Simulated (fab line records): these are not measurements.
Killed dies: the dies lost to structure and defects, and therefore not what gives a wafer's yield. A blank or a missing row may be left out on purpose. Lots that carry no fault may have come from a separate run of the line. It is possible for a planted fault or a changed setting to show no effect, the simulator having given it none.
Chamber matching | flow nand_harc | pecvd-01 running NHARC_P_CONTACT_DEP_30: 3 sister chambers
The step deposits SiNx, target thk 30 nm. 17 wafers are shown with their chamber, then 8 later ones without.

WAFERS, EACH WITH ITS CHAMBER
wafer  | chamber | heater_power_outer_w (W) | heater_power_w (W) | rf_fwd_power_W (W)
L535.1 | 0       | 519                      | 745                | 450.1
L535.3 | 2       | 415                      | 676                | 449.5
L535.6 | 2       | 416                      | 671                | 449.2
L538.2 | 0       | 449                      | 668                | 447.4
L538.3 | 2       | 341                      | 592                | 448.7
L538.6 | 0       | 469                      | 674                | 446.6
L539.1 | 2       | 417                      | 695                | 448.1
L539.2 | 0       | 549                      | 814                | 447.5
L539.4 | 1       | 396                      | 661                | 448.4
L541.3 | 1       | 382                      | 655                | 448.3
L541.5 | 1       | 388                      | 659                | 448.3
L541.6 | 2       | 424                      | 683                | 449.7
L542.2 | 2       | 338                      | 580                | 452.0
L542.3 | 1       | 420                      | 732                | 448.4
L542.4 | 1       | 432                      | 726                | 451.0
L547.1 | 1       | 412                      | 679                | 449.2
L547.2 | 2       | 436                      | 678                | 446.1

SIGNATURES (averages over the wafers above)
reading              | chamber 0 | chamber 1 | chamber 2 | scatter within a chamber
heater_power_outer_w | 496.50    | 405.00    | 398.14    | 36
heater_power_w       | 725.25    | 685.33    | 653.57    | 48.9
rf_fwd_power_W       | 447.900   | 448.933   | 449.043   | 1.51
Rule: distance of a wafer from a chamber = root of the sum over the readings of ((wafer's reading minus chamber's mean) / reading's scatter) squared. The wafer belongs to the nearest chamber; if the next one is less than 2 further off, it can't be placed. How the scatter is found: for the shown wafers, subtract from each reading the mean of its chamber, square and add these, divide the total by (wafers less chambers), then take the root.

WAFERS WITHOUT THEIR CHAMBER
wafer  | heater_power_outer_w (W) | heater_power_w (W) | rf_fwd_power_W (W)
L547.3 | 573                      | 817                | 448.4
L548.3 | 355                      | 604                | 449.0
L548.5 | 370                      | 623                | 448.2
L548.6 | 428                      | 717                | 448.7
L549.3 | 404                      | 679                | 451.1
L549.4 | 480                      | 701                | 447.7
L549.6 | 356                      | 610                | 450.0
L551.4 | 534                      | 776                | 451.5

THE CHAMBER EACH PASSED THROUGH
wafer  | from the rows above          | in truth
L547.3 | 0                            | 0
L548.3 | can't be placed: 2 or 1      | 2
L548.5 | can't be placed: 2 or 1      | 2
L548.6 | can't be placed: 1 or 2 or 0 | 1
L549.3 | can't be placed: 1 or 2      | 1
L549.4 | can't be placed: 0 or 1 or 2 | 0
L549.6 | can't be placed: 2 or 1      | 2
L551.4 | can't be placed: 0 or 1      | 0
Correctly placed: 1 of 8. Can't be placed from these rows: 7 (the true chamber is among the candidates in 7). Placed wrongly: 0.
